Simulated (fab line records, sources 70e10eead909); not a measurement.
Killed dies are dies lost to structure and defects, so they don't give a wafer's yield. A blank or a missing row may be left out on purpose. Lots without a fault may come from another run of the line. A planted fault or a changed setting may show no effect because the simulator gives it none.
A struck lot beside a sound one | flow nand_harc | 27 steps out of a route of 1302
Sound: wafers L734.1, L734.3, L734.4. Struck: wafers L742.1, L742.4, L742.5. The cause comes at the end.
At each step with rows: each side's tool, then ch and its chambers, then its first start. Under that, the readings that differ: sound wafers | struck wafers | difference of the means | sigmas: that difference in standard deviations of wafers without a fault.
alike: readings whose means differ by less than 2 such deviations, and words and numbers that are the same on both sides. not compared: withheld readings, readings that some wafer has no value for, bounds like >300 that may hide the same value, and numbers for which the record gives no deviation and whose values overlap.
The two part at a step that has a row with sigmas, a row that says differs or no value, or rows on one side only. Numbers that don't overlap but have no deviation are shown without sigmas and don't part them. A reading that every wafer of one side lacks parts them only if that side has two wafers or more.

first, 5 steps without rows for these wafers: NHARC_A_CHANNEL_HOLE_D2_DESCUM_15 (chemistry O2, time 3 s); NHARC_A_CHANNEL_HOLE_D2_ETCH_38 (etches the open film in CF4, target depth 39 nm, time 65 s); NHARC_A_CHANNEL_HOLE_D2_ETCH_39 (etches the open film in N2/H2, target depth 260 nm, time 325 s); NHARC_A_CHANNEL_HOLE_D2_ETCH_34 (etches the open film in CF4/CHF3, target depth 154 nm, time 77 s); NHARC_A_CHANNEL_HOLE_D2_ETCH_16 (etches the open film in O2/COS, target depth 3100 nm, time 806 s).
NHARC_A_CHANNEL_HOLE_D2_CD_MEAS_18:
  sound on cd_sem-01, day 16 04:13; struck on cd_sem-02, day 19 21:31
  alike: cd_nm
then, 1 step without rows for these wafers: NHARC_A_CHANNEL_HOLE_D2_ETCH_19 (etches the open film in C4F8/O2/Ar, time 34.5 s).
NHARC_A_CHANNEL_HOLE_D2_ETCH_20: etches the open film in C4F8/O2/Ar, time 361.9 s, target depth 1600 nm.
  sound on har_etch-01 ch 0,1, day 16 04:25; struck on har_etch-02 ch 0, day 19 21:46
  alike: chamber_pressure_mTorr, drypump_motor_current_A, showerhead_plenum_p_Torr, throttle_valve_pct
  not compared: rf_hours_counter_h
then, 4 steps without rows for these wafers: NHARC_A_CHANNEL_HOLE_D2_ETCH_21 (etches the open film in C4F8/O2/Ar, time 514.3 s, target depth 1600 nm); NHARC_A_CHANNEL_HOLE_D2_ETCH_22 (etches the open film in C4F8/O2/Ar, time 666.7 s, target depth 1600 nm); NHARC_A_CHANNEL_HOLE_D2_ETCH_23 (etches the open film in C4F8/O2/Ar, time 819 s, target depth 1600 nm); NHARC_A_CHANNEL_HOLE_D2_ETCH_24 (etches the open film in C4F8/O2/Ar, time 906.2 s, target depth 1500 nm).
NHARC_A_CHANNEL_HOLE_D2_ETCH_25: etches the open film in C4F8/O2/Ar, time 1040.2 s, target depth 1500 nm.
  sound on har_etch-01 ch 0,1, day 16 07:11; struck on har_etch-02 ch 0, day 20 00:38
  alike: chamber_pressure_mTorr, drypump_motor_current_A, showerhead_plenum_p_Torr, throttle_valve_pct
  not compared: rf_hours_counter_h
NHARC_A_CHANNEL_HOLE_D2_ETCH_26: etches the open film in C4F8/O2/Ar, time 224.1 s, target depth 300 nm.
  sound on har_etch-01 ch 0,1, day 16 08:04; struck on har_etch-02 ch 0, day 20 01:25
  alike: chamber_pressure_mTorr, drypump_motor_current_A, showerhead_plenum_p_Torr, throttle_valve_pct
  not compared: rf_hours_counter_h
NHARC_A_CHANNEL_HOLE_D2_ETCH_27: etches the open film in C4F8/O2/Ar, time 90 s, target depth 400 nm.
  sound on har_etch-01 ch 0,1, day 16 08:16; struck on har_etch-02 ch 0, day 20 01:37
  alike: chamber_pressure_mTorr, drypump_motor_current_A, showerhead_plenum_p_Torr, throttle_valve_pct
  not compared: rf_hours_counter_h
then, 4 steps without rows for these wafers: NHARC_A_CHANNEL_HOLE_D2_STRIP_41 (strips in N2/H2); NHARC_A_CHANNEL_HOLE_D2_STRIP_42 (strips in CF4/CHF3); NHARC_A_CHANNEL_HOLE_D2_STRIP_43 (strips in O2/COS); NHARC_A_CHANNEL_HOLE_D2_ETCH_44 (etches the open film in CF4/O2, target depth 140 nm, overetch 14 nm, time 77 s).
NHARC_A_CHANNEL_HOLE_D2_STRIP_28: strips in O2.
  sound on rie_diel-12 ch 0,1,2; struck on rie_diel-13 ch 1,2
  alike: chamber_pressure_mTorr, drypump_motor_current_A, oes_product_au, rf_vpp_V, showerhead_plenum_p_Torr, throttle_valve_pct
  not compared: rf_hours_counter_h
then, 2 steps without rows for these wafers: NHARC_A_CHANNEL_HOLE_D2_PRECLEAN_29 (cleans in SC1); NHARC_A_CHANNEL_HOLE_D2_SRD_30.
NHARC_A_CHANNEL_HOLE_D2_CD_MEAS_31:
  sound on cd_sem-03, day 16 09:49; struck on cd_sem-03, day 20 03:07
  alike: cd_nm
NHARC_A_CHANNEL_HOLE_D2_XSEM_32:
  sound on xsem-01 ch 0, day 16 09:55; struck on xsem-02 ch 0, day 20 03:13
  alike: bot_cd_nm, bow_nm, tilt_deg
NHARC_A_CHANNEL_HOLE_D2_INSPECT_40:
  sound on defect_inspect-02, day 16 10:01; struck on defect_inspect-02, day 20 03:19
  reading          | sound       | struck      | difference | sigmas
  raw_defect_count | 233 270 220 | 775 822 852 | +575       | +8
then, 1 step without rows for these wafers: NHARC_A_CHANNEL_FILL_D2_PRECLEAN_00 (cleans in SC1).
-- the record jumps here: 10 days lie between the struck wafers' starts before and after (it left off in module A_CHANNEL_FILL_D2 and takes up again in module END, whose first step shown is number 1302 of the route) --
NHARC_END_SORT_01:
  the record has rows for the struck wafers here (prober-02 ch 0, day 30 14:08) and none for the sound ones

WHERE THEY PART
First at NHARC_A_CHANNEL_HOLE_D2_INSPECT_40; last, within this record, at NHARC_END_SORT_01.

WHY: what the simulator had put in
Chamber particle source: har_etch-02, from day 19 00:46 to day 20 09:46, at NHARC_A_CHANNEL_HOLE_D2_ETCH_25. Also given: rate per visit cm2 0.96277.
